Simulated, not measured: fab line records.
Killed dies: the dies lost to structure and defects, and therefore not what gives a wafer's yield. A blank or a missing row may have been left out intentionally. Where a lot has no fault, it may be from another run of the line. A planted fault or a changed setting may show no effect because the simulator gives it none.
Chamber matching ; flow n5Finfet ; 3 sister chambers for N5_BEOL_M0_SAQP_PECVD_97 on pecvd-03
The step deposits SiNx from SiH4/NH3/N2, target thk 23 nm, time 19.9 s. 18 wafers are shown with their chamber, then 9 later ones without.

EACH WAFER AND ITS CHAMBER
wafer;chamber;throttleValvePct (%);heaterPowerW (W);showerheadVppV (V)
L077.1;2;40.4;509;1115
L077.3;1;43.3;444;1051
L077.6;1;43.2;440;1024
L079.3;2;40.7;479;1114
L079.4;2;40.7;481;1103
L079.5;0;39.2;608;1053
L080.2;1;43.3;495;1036
L080.4;0;39.2;631;1070
L080.6;1;43.5;503;1037
L084.1;1;43.4;471;1042
L084.3;0;39.4;634;1045
L084.6;1;43.3;462;1026
L086.1;2;40.8;470;1108
L086.3;0;39.5;657;1049
L086.4;0;39.6;642;1046
L090.2;1;43.4;480;1035
L090.3;1;43.5;479;1028
L090.5;1;43.4;488;1024

SIGNATURES (averages over the wafers above)
reading;chamber 0;chamber 1;chamber 2;scatter within a chamber
throttleValvePct;39.380;43.367;40.650;0.141
heaterPowerW;634.40;473.56;484.75;19.8
showerheadVppV;1052.60;1033.67;1110.00;8.86
Rule: a wafer lies at a distance from a chamber equal to the root of the sum of squares, over the readings, of (its reading less the chamber's mean, divided by the reading's scatter). If the next closest chamber is less than 2 further off than the closest, the wafer can't be placed; otherwise it belongs to the closest. The scatter: the root of (the sum of the squares of (reading less its chamber's mean) over the shown wafers, divided by (wafers less chambers)).

WAFERS WITHOUT THEIR CHAMBER
wafer;throttleValvePct (%);heaterPowerW (W);showerheadVppV (V)
L091.1;43.3;483;1045
L091.3;43.4;473;1043
L091.5;43.7;473;1023
L093.3;43.3;431;1032
L093.5;43.4;446;1044
L093.6;39.6;622;1044
L095.1;37.2;505;1117
L095.2;43.4;483;1024
L095.4;43.3;484;1042

WHICH CHAMBER EACH WENT THROUGH
wafer;from the rows above;in truth
L091.1;1;1
L091.3;1;1
L091.5;1;1
L093.3;1;1
L093.5;1;1
L093.6;0;0
L095.1;0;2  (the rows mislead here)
L095.2;1;1
L095.4;1;1
8 of 9 placed correctly. Not placeable from these rows: 0. Wrongly placed: 1.
